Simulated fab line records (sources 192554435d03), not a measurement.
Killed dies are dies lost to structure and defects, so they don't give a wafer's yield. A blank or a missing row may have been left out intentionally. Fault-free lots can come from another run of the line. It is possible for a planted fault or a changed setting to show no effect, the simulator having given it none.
8D (eight disciplines) problem report, filled in by code	flow n5 finfet	the parts of the form that need people (team, actions taken, sign-off) are left out

## 1. THE PROBLEM
At N5_BEOL_M2_ETCH_70, run length s averages 118.9 s over 6 wafers from 2 lots, while fault-free wafers read 153.5 s, standard deviation 0.37. Measured from the usual mean, that is -94 standard deviations.
The step: etches SOC in N2/H2, target depth 80 nm, overetch 24 nm, time 130 s.
Earliest sighting: wafer L406.1 on rie diel-04 at day 11 12:13. Wafers with a number at this step in the record: 18, from 6 lots. By rule, "out" or "out of limits" means more than 4 standard deviations away from the usual mean. Any other wafer with a number is counted as sound.

## 2. WHAT IT IS, AND WHAT IT ISN'T
question	is	is not
which readings at this step	run length s	drypump motor current A, rf vpp V, showerhead plenum p Torr, throttle valve pct
which lots	L406, L407	L390, L398, L400, L411
which wafers of those lots	all that have a number	-
read on which tools	rie diel-04	rie diel-01
when	from day 11 12:13	up to then (9 sound wafers); but 3 sound wafers of L411 came after

## 3. THE SUSPECTS, EACH WITH WHAT RULES IT OUT
Counting: any tool at a process step up to the reading is kept as a suspect provided that every lot that is out went through it and no sound lot did after the first of them.
- rie diel-04 at N5_BEOL_M2_DESCUM_33 (chemistry O2, time 7 s): kept. It ran every lot that is out, first L406 (day 11 11:25), and no sound lot after that.
- rie diel-04 at N5_BEOL_M2_ETCH_77 (etches underlayer in N2/H2, target depth 6.5 nm, time 5.2 s): kept. It ran every lot that is out, first L406 (day 11 11:27), and no sound lot after that.
- rie diel-04 at N5_BEOL_M2_ETCH_69 (etches SiARC in CF4, target depth 15.6 nm, time 26 s): kept. It ran every lot that is out, first L406 (day 11 11:28), and no sound lot after that.
- ald sin-01 at N5_BEOL_M2_ALD_98 (deposits SiO2, target thk 2.5 nm, pulse time 1 s, co reactant pulse time 1 s): kept. It ran every lot that is out, first L406 (day 11 11:33), and no sound lot after that; its last sound lot up to then is L400 (day 10 06:04).
- rie diel-04 at N5_BEOL_M2_ETCHBACK_99 (etches SiO2 in CHF3, target depth 5 nm, time 10.4 s): kept. It ran every lot that is out, first L406 (day 11 12:11), and no sound lot after that; its last sound lot up to then is L398 (day 9 00:08).
- rie diel-04 at N5_BEOL_M2_ETCH_70 (etches SOC in N2/H2, target depth 80 nm, overetch 24 nm, time 130 s): kept. It ran every lot that is out, first L406 (day 11 12:13), and no sound lot after that; its last sound lot up to then is L398 (day 9 00:11). Its own run length s readings are out on those wafers.
Left after counting: rie diel-04 at N5_BEOL_M2_DESCUM_33, rie diel-04 at N5_BEOL_M2_ETCH_77, rie diel-04 at N5_BEOL_M2_ETCH_69, ald sin-01 at N5_BEOL_M2_ALD_98, rie diel-04 at N5_BEOL_M2_ETCHBACK_99, rie diel-04 at N5_BEOL_M2_ETCH_70.

## 4. THE CAUSE (what the simulator had put in)
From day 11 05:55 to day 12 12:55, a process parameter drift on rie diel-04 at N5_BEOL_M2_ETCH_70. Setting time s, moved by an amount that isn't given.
6 suspects survive the count, and this tool is in that group.

## 5. THE CHAIN OF EFFECTS, in route order
Each row: a reading whose mean over the struck wafers that have a number lies more than 3 standard deviations from the usual. Scope: only readings with a usual standard deviation given in the record; hours: median across lots of the time from each lot's start at the first step in this table that gives one to its start at this step; sigmas: change in usual standard deviations.
hours	step	reading	usual	on struck wafers	change	sigmas
0	N5_BEOL_M2_ETCH_70	oes product au	0.60 a.u.	0.79	+0.19	+3.1
0	N5_BEOL_M2_ETCH_70	run length s	153.5 s	118.9	-34.6	-94
Here are the process steps it includes:
- N5_BEOL_M2_ETCH_70: etches SOC in N2/H2, target depth 80 nm, overetch 24 nm, time 130 s.
Readings that are blank on the struck wafers while sound wafers have them: bias w at N5_BEOL_M2_ETCH_70.
Later measuring or inspecting steps at which every struck wafer that the step has a row for has a number for every such reading, and none has moved that far: N5_BEOL_M4_RC_MEAS_101.

## 6. HOW IT WOULD HAVE BEEN CAUGHT EARLIER
In this record no reading fell out of limits until day 11 12:13, 6 hours after the fault had begun at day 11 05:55.
